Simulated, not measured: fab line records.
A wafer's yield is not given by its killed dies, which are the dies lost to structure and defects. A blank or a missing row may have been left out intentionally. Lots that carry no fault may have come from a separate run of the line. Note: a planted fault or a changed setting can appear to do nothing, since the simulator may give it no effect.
Which tool was responsible?    flow n5 finfet    27 wafers from 9 lots sampled at 6 of the route's 1938 steps

WHAT EACH GAUGE READ, for each wafer
N5_HKMG_FIN_CD_MEAS_49: the cd target is 202 nm. Usual: cd nm 202.3 nm, standard deviation 0.79.
lot   measured     on         cd nm (nm)         flag
L149  day 4 11:39  cd sem-02  203.1 202.2 202.6  
L152  day 5 07:37  cd sem-02  201.2 201.2 201.1  
L153  day 5 12:57  cd sem-01  203.6 203.0 202.9  
L154  day 5 18:58  cd sem-02  202.4 202.4 201.9  
L158  day 7 05:02  cd sem-03  203.0 202.3 202.4  
L162  day 7 19:55  cd sem-03  201.9 202.6 202.4  
L163  day 7 22:38  cd sem-03  201.4 201.2 200.6  
L167  day 9 00:20  cd sem-02  202.4 202.0 203.2  
L170  day 9 20:16  cd sem-03  203.9 203.4 203.3  

N5_HKMG_FIN_THK_MEAS_70: measures by xrf. Usual: HK_THK gives 1.602 nm (standard deviation 0.017).
lot   measured      on             HK_THK (nm)        flag
L149  day 4 14:20   film metro-01  1.616 1.602 1.613  
L152  day 5 10:28   film metro-02  1.627 1.624 1.583  
L153  day 5 15:37   film metro-02  1.580 1.601 1.622  
L154  day 5 21:44   film metro-02  1.590 1.591 1.571  
L158  day 7 07:37   film metro-01  1.258 1.274 1.258  OFF
L162  day 7 22:25   film metro-02  1.254 1.251 1.243  OFF
L163  day 8 01:27   film metro-01  1.603 1.612 1.609  
L167  day 9 02:53   film metro-01  1.622 1.608 1.625  
L170  day 10 00:27  film metro-02  1.607 1.611 1.587  

N5_BEOL_M4_RC_MEAS_101. Usual: DIBL_N 36.5 mV/V, standard deviation 2; DIBL_P 36.5 mV/V, standard deviation 2.3; IOFF_N 0.16 nA/um, standard deviation 0.036; IOFF_P 0.21 nA/um, standard deviation 0.037; ION_N 672 uA/um, standard deviation 12; ION_P 459 uA/um, standard deviation 7.1; SS_N 71.6 mV/dec, standard deviation 0.73; SS_P 73.4 mV/dec, standard deviation 0.76; VT_N 250 mV, standard deviation 3.3; VT_P -250.5 mV, standard deviation 2.9.
lot   measured      on         DIBL_N (mV/V)   DIBL_P (mV/V)   IOFF_N (nA/um)  IOFF_P (nA/um)  ION_N (uA/um)  ION_P (uA/um)  SS_N (mV/dec)   SS_P (mV/dec)   VT_N (mV)    VT_P (mV)             flag
L149  day 8 18:32   prober-01  36.6 36.1 38.4  33.7 33.6 36.9  0.13 0.13 0.17  0.17 0.18 0.22  661 668 687    458 455 471    71.9 70.7 72.0  72.1 72.0 73.1  251 251 245  -253.6 -250.0 -247.1  
L152  day 9 02:56   prober-01  32.9 36.0 31.2  33.3 36.4 31.0  0.11 0.15 0.10  0.17 0.21 0.14  671 682 672    465 468 465    70.6 70.7 69.7  72.2 73.5 72.0  253 249 257  -255.8 -247.8 -254.7  
L153  day 9 09:58   prober-02  37.3 36.1 35.4  35.9 35.1 33.9  0.20 0.18 0.17  0.24 0.24 0.21  665 679 689    450 467 470    71.8 71.3 71.3  73.2 73.1 73.8  244 249 246  -250.3 -250.9 -248.8  
L154  day 10 07:19  prober-01  36.5 38.1 37.2  35.9 39.1 37.3  0.14 0.18 0.16  0.19 0.24 0.21  661 683 671    453 469 459    72.5 72.6 72.4  72.6 73.7 73.2  251 249 249  -252.4 -247.1 -249.2  
L158  day 11 20:26  prober-02  36.6 37.1 34.2  37.2 38.2 34.3  0.17 0.18 0.12  0.23 0.26 0.18  676 684 663    463 472 460    71.1 71.7 70.6  73.9 74.3 72.4  250 246 255  -246.2 -246.0 -249.6  
L162  day 11 23:17  prober-01  35.6 36.9 33.8  38.7 39.1 34.8  0.16 0.17 0.12  0.20 0.21 0.15  675 672 659    459 456 451    71.5 71.8 71.3  74.3 74.2 72.7  250 250 255  -251.6 -252.3 -258.8  
L163  day 11 22:42  prober-02  37.0 37.3 39.1  35.9 34.9 38.0  0.15 0.14 0.19  0.20 0.19 0.25  671 645 681    459 444 464    72.1 71.8 71.4  73.0 72.9 73.8  251 253 249  -251.3 -251.0 -246.2  
L167  day 13 10:04  prober-02  36.7 38.1 38.2  36.8 38.8 38.9  0.15 0.17 0.17  0.20 0.22 0.23  670 671 678    454 458 458    71.4 71.5 72.2  73.5 73.9 73.0  253 248 249  -255.1 -251.8 -251.8  
L170  day 14 20:04  prober-01  38.1 39.1 38.8  40.2 40.6 41.3  0.19 0.22 0.21  0.21 0.23 0.23  671 682 675    457 457 456    71.6 72.8 72.4  75.2 74.2 74.7  249 246 248  -250.8 -251.5 -248.9  

WHICH TOOL RAN EACH LOT (tool, then ch and the chambers of the sampled wafers, then the start)
lot   N5_HKMG_FIN_HK_ALD_01            N5_HKMG_FIN_STRIP_93               N5_HKMG_FIN_ALD_36
L149  ald hk-03 ch 0,1, day 4 10:43    rie diel-05 ch 0,1,2, day 4 12:38  ald metal-01 ch 0,1,3, day 4 14:04
L152  ald hk-01 ch 1,2,3, day 5 06:25  rie diel-01 ch 0,2,3, day 5 08:26  ald metal-04 ch 0,1,3, day 5 10:11
L153  ald hk-02 ch 0,1,2, day 5 11:42  rie diel-01 ch 2,3, day 5 13:47    ald metal-01 ch 1,2, day 5 15:20
L154  ald hk-01 ch 0,3, day 5 17:50    rie diel-05 ch 1,3, day 5 19:47    ald metal-04 ch 0,2,3, day 5 21:28
L158  ald hk-01 ch 0,1,3, day 7 03:51  rie diel-01 ch 1,2, day 7 05:50    ald metal-04 ch 0,3, day 7 07:20
L162  ald hk-01 ch 1,2,3, day 7 18:49  rie diel-05 ch 1,2,3, day 7 20:44  ald metal-03 ch 0,1,3, day 7 22:08
L163  ald hk-02 ch 1,2,3, day 7 21:41  rie diel-01 ch 1,2,3, day 7 23:36  ald metal-01 ch 0,1,2, day 8 01:10
L167  ald hk-03 ch 2,3, day 8 23:21    rie diel-05 ch 1,2,3, day 9 01:08  ald metal-01 ch 0,3, day 9 02:36
L170  ald hk-03 ch 0,1, day 9 17:26    rie diel-01 ch 0,2, day 9 22:38    ald metal-04 ch 0,1, day 10 00:10
- N5_HKMG_FIN_HK_ALD_01: deposits HfO2, target thk 1.6 nm, pulse time 3 s, purge time 3 s.
- N5_HKMG_FIN_STRIP_93: strips SOC in N2/H2, time 20 s.
- N5_HKMG_FIN_ALD_36: deposits TiN, target thk 1 nm, pulse time 1 s, purge time 3 s.

AS READ BY THE TOOLS THEMSELVES (means over the sampled wafers that have a number; for cases with no such wafer, the mark the record gives instead)
N5_HKMG_FIN_HK_ALD_01. Usual: precursor pulse height rel 1.002, standard deviation 0.019.
lot   tool       precursor pulse height rel  flag
L149  ald hk-03  0.975                       
L152  ald hk-01  1.001                       
L153  ald hk-02  0.993                       
L154  ald hk-01  0.994                       
L158  ald hk-01  1.014                       
L162  ald hk-01  1.007                       
L163  ald hk-02  1.017                       
L167  ald hk-03  1.005                       
L170  ald hk-03  1.020                       

N5_HKMG_FIN_STRIP_93. Usual: drypump motor current A 5.9 A, standard deviation 0.58; oes product au 0.76 a.u., standard deviation 0.075; rf vpp V 54.2 V, standard deviation 0.91; showerhead plenum p Torr 3.33 Torr, standard deviation 0.1; temp c 40.01 C, standard deviation 0.1; throttle valve pct 19.07 %, standard deviation 0.27.
lot   tool         drypump motor current A (A)  oes product au (a.u.)  rf vpp V (V)  showerhead plenum p Torr (Torr)  temp c (C)  throttle valve pct (%)  flag
L149  rie diel-05  5.6                          0.80                   54.0          3.39                             39.94       19.09                   
L152  rie diel-01  6.3                          0.73                   54.1          3.34                             40.06       19.08                   
L153  rie diel-01  6.2                          0.73                   53.8          3.42                             40.07       18.81                   
L154  rie diel-05  6.2                          0.84                   54.7          3.27                             39.92       19.30                   
L158  rie diel-01  5.8                          0.76                   53.8          3.36                             40.11       18.98                   
L162  rie diel-05  6.1                          0.79                   52.9          3.28                             40.05       19.17                   
L163  rie diel-01  6.0                          0.73                   54.9          3.38                             39.99       18.91                   
L167  rie diel-05  6.1                          0.78                   53.3          3.28                             40.06       19.17                   
L170  rie diel-01  6.4                          0.89                   54.7          3.50                             40.02       19.18                   

N5_HKMG_FIN_ALD_36. Usual: heater power w 849 W, standard deviation 120; precursor pulse height rel 1.001, standard deviation 0.02.
lot   tool          heater power w (W)  precursor pulse height rel  flag
L149  ald metal-01  862                 0.996                       
L152  ald metal-04  883                 1.016                       
L153  ald metal-01  819                 1.016                       
L154  ald metal-04  909                 0.992                       
L158  ald metal-04  942                 0.996                       
L162  ald metal-03  889                 1.012                       
L163  ald metal-01  744                 0.994                       
L167  ald metal-01  803                 0.972                       
L170  ald metal-04  860                 0.991                       

THE ANSWER, worked out from the rows above alone
Rule: a lot is off if the mean of its wafers that have a number lies more than 3 standard deviations from the usual mean. Also off: a lot with no number at a reading for which 4 or more lots have one. The other lots that the step has rows for count as sound. After the gauges, taken in route order, come the tools' own readings; for these a lot's mean is taken, as printed above. At the first step where some lot is off, the reading lying furthest off is the one used; lots without a number count as furthest.
Off: at N5_HKMG_FIN_THK_MEAS_70 (HK_THK), L158, L162.
If a tool, at a process step before that reading, ran all the lots that are off and no sound lot after the first of them, it fits. The gauges at N5_HKMG_FIN_THK_MEAS_70 are tried like those tools. One fits: ald hk-01 at N5_HKMG_FIN_HK_ALD_01. Its last sound lot is L154 (day 5 17:50), its first lot that is off L158 (day 7 03:51): a fault that began between those two fits.

WHAT THE SIMULATOR HAD PUT IN
Site profile drift: ald hk-01, from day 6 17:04 on, at N5_HKMG_FIN_HK_ALD_01. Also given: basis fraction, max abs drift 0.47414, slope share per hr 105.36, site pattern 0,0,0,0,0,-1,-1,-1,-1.
Lots struck among those shown: L158, L162. The rule above found the same.
